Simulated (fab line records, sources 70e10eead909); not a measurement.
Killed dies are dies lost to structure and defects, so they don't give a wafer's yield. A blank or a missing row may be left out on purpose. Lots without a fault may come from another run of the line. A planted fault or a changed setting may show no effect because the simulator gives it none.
Problem report in the 8D (eight disciplines) form, filled by code | flow nand_harc | the parts of the form that need people (team, actions taken, sign-off) are left out

1. THE PROBLEM
oes_product_au at NHARC_A_M1_ETCH_28 reads a mean of 0.876 a.u. on 1 wafer of 1 lot; wafers without a fault read 1.004 a.u. with a standard deviation of 0.009. That is -14 standard deviations from the usual mean.
The step: etches the open film in CF4/N2, target depth 30 nm, time 72.99 s.
First seen on wafer L205.5, day 22 14:51, on rie_diel-01. The record holds 33 wafers of 11 lots with a number at this step. Rule for "out", or "out of limits": more than 4 standard deviations from the usual mean. The other wafers with a number count as sound.

2. WHAT IT IS AND WHAT IT IS NOT
question                    | is                | is not
which readings at this step | oes_product_au    | drypump_motor_current_A, rf_vpp_V, showerhead_plenum_p_Torr, throttle_valve_pct
which lots                  | L205              | L188, L189, L190, L192, L195, L196, L198, L202, L209, L211
which wafers of those lots  | L205.5            | L205.1, L205.6
read on which tools         | rie_diel-01       | rie_diel-06, rie_diel-11
when                        | from day 22 14:51 | up to then (26 sound wafers); but 6 sound wafers of L209, L211 came after

3. SUSPECTS, AND WHAT RULES EACH OUT
Counting: a tool at a process step up to the reading stays a suspect if it ran every lot that is out. Sound lots after the first of them don't rule it out here, since some wafers of a struck lot are sound.
- rie_diel-02 at NHARC_A_M0_STRIP_18 (strips in N2/H2): kept. It ran the lot that is out, L205 (day 22 10:19); its last sound lot up to then is L190 (day 18 09:47).
- rie_diel-01 at NHARC_A_M1_ETCH_28 (etches the open film in CF4/N2, target depth 30 nm, time 72.99 s): kept. It ran the lot that is out, L205 (day 22 14:51); its last sound lot up to then is L198 (day 20 07:34). Its own readings are out on those wafers: oes_product_au.
- Within rie_diel-02 at NHARC_A_M0_STRIP_18: the wafers that are out ran in chamber 2; their sound lot-mates ran in chambers 1, 3.
- Within rie_diel-01 at NHARC_A_M1_ETCH_28: the wafers that are out ran in chamber 0; their sound lot-mates ran in chambers 1, 3.
Left after counting: rie_diel-02 at NHARC_A_M0_STRIP_18, rie_diel-01 at NHARC_A_M1_ETCH_28.

4. THE CAUSE (what the simulator had put in)
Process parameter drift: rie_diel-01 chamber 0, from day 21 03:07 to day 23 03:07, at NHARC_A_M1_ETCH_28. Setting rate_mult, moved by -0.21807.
Counting left 2 suspects, and this tool is among them.

5. THE CHAIN OF EFFECTS, in route order
Each row: a reading whose mean over the struck wafers that have a number lies more than 3 standard deviations from the usual. Only readings for which the record gives a usual standard deviation are gone through. hours: the time from each lot's start at the first step in this table that gives one to its start at this step, as a median over the lots. sigmas: the change in usual standard deviations.
hours | step               | reading        | usual      | on struck wafers | change | sigmas
0     | NHARC_A_M1_ETCH_28 | oes_product_au | 1.004 a.u. | 0.876            | -0.128 | -14
The process steps in it:
- NHARC_A_M1_ETCH_28: etches the open film in CF4/N2, target depth 30 nm, time 72.99 s.

6. WHAT WOULD HAVE CAUGHT IT SOONER
In this record the first reading out of limits was taken at day 22 14:51, 36 hours after the fault began at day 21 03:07.
